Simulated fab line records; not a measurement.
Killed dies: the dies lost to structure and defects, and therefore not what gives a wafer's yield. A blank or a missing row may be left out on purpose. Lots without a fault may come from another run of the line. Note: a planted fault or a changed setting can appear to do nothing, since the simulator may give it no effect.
A struck lot beside a sound one :: flow nand-harc :: 13 steps out of a route of 1302
Sound: the wafers L955.2, L955.4, L955.5. Struck: wafers L970.2, L970.3 (left out: L970.5, a lot-mate that was not struck); the cause follows at the end.
Order at every step that has rows: each side's tool, ch and its chambers, its first start. Under that, the readings that differ: sound wafers :: struck wafers :: difference of the means :: sigmas: that difference in standard deviations of wafers without a fault.
alike: same words and numbers on both sides, and readings whose means sit less than 2 such deviations apart. not compared: any withheld reading, any reading some wafer has no value for, any bound like >300 that may hide the same value, and any number with overlapping values for which the record gives no deviation.
The two part at a step that has a row with sigmas, a row that says differs or no value, or rows on one side only. Numbers that have no deviation but don't overlap get no sigmas and don't part them. A reading missing from all wafers of one side parts the sides only when that side holds two or more wafers.

first, 2 steps without rows for these wafers: NHARC_A_SOURCE_PLATE_CVD_03 (deposits poly-Si, target thk 200 nm, time 4000 s); NHARC_A_SOURCE_PLATE_ANNEAL_05 (time 1800 s).
NHARC_A_SOURCE_PLATE_THK_MEAS_06: measures by ellipsometry.
  struck on film-metro-02, day 14 16:29; sound on film-metro-02, day 8 19:17
  alike: thk-nm
NHARC_A_SOURCE_PLATE_INSPECT_08:
  struck on defect-inspect-01, day 14 16:33; sound on defect-inspect-02, day 8 19:23
  alike: raw-defect-count
following that, 1 step holds no rows for these wafers, namely NHARC_A_ONON_D1_DEP_00 (target thickness 1000 nm).
NHARC_A_ONON_D1_THK_MEAS_02: measures by ellipsometry.
  struck on film-metro-02, day 14 17:08; sound on film-metro-02, day 8 19:57
  alike: thk-nm
following that, 1 step holds no rows for these wafers, namely NHARC_A_ONON_D1_DEP_03 (target thickness 1000 nm).
NHARC_A_ONON_D1_THK_MEAS_05: measures by ellipsometry.
  struck on film-metro-02, day 14 17:43; sound on film-metro-01, day 8 20:31
reading: thk-nm (nm)
sound: 1016 1016 1016
struck: 983 983
difference: -33
sigmas: -3
following that, 1 step holds no rows for these wafers, namely NHARC_A_ONON_D1_DEP_06 (target thickness 1000 nm).
NHARC_A_ONON_D1_THK_MEAS_08: measures by ellipsometry.
  struck on film-metro-02, day 14 18:16; sound on film-metro-02, day 8 21:05
reading: thk-nm (nm)
sound: 1020 1019 1018
struck: 991 992
difference: -28
sigmas: -2
NHARC_A_ONON_D1_DEP_09: target thk 1000 nm.
  sound on pecvd-onon-03 ch 0, day 8 21:12; struck on pecvd-onon-03 ch 0, day 14 18:23
  alike: nh3-flow-sccm
NHARC_A_ONON_D1_THK_MEAS_11: measures by ellipsometry.
  struck on film-metro-02, day 14 18:50; sound on film-metro-01, day 8 21:39
reading: thk-nm (nm)
sound: 980 983 980
struck: 1073 1074
difference: +92
sigmas: +9
following that, 1 step holds no rows for these wafers, namely NHARC_A_ONON_D1_DEP_12 (target thickness 1000 nm).

== WHERE THEY PART ==
Last at NHARC_A_ONON_D1_THK_MEAS_11 as far as this record goes, first at NHARC_A_ONON_D1_THK_MEAS_05.

WHY: the cause the simulator had injected
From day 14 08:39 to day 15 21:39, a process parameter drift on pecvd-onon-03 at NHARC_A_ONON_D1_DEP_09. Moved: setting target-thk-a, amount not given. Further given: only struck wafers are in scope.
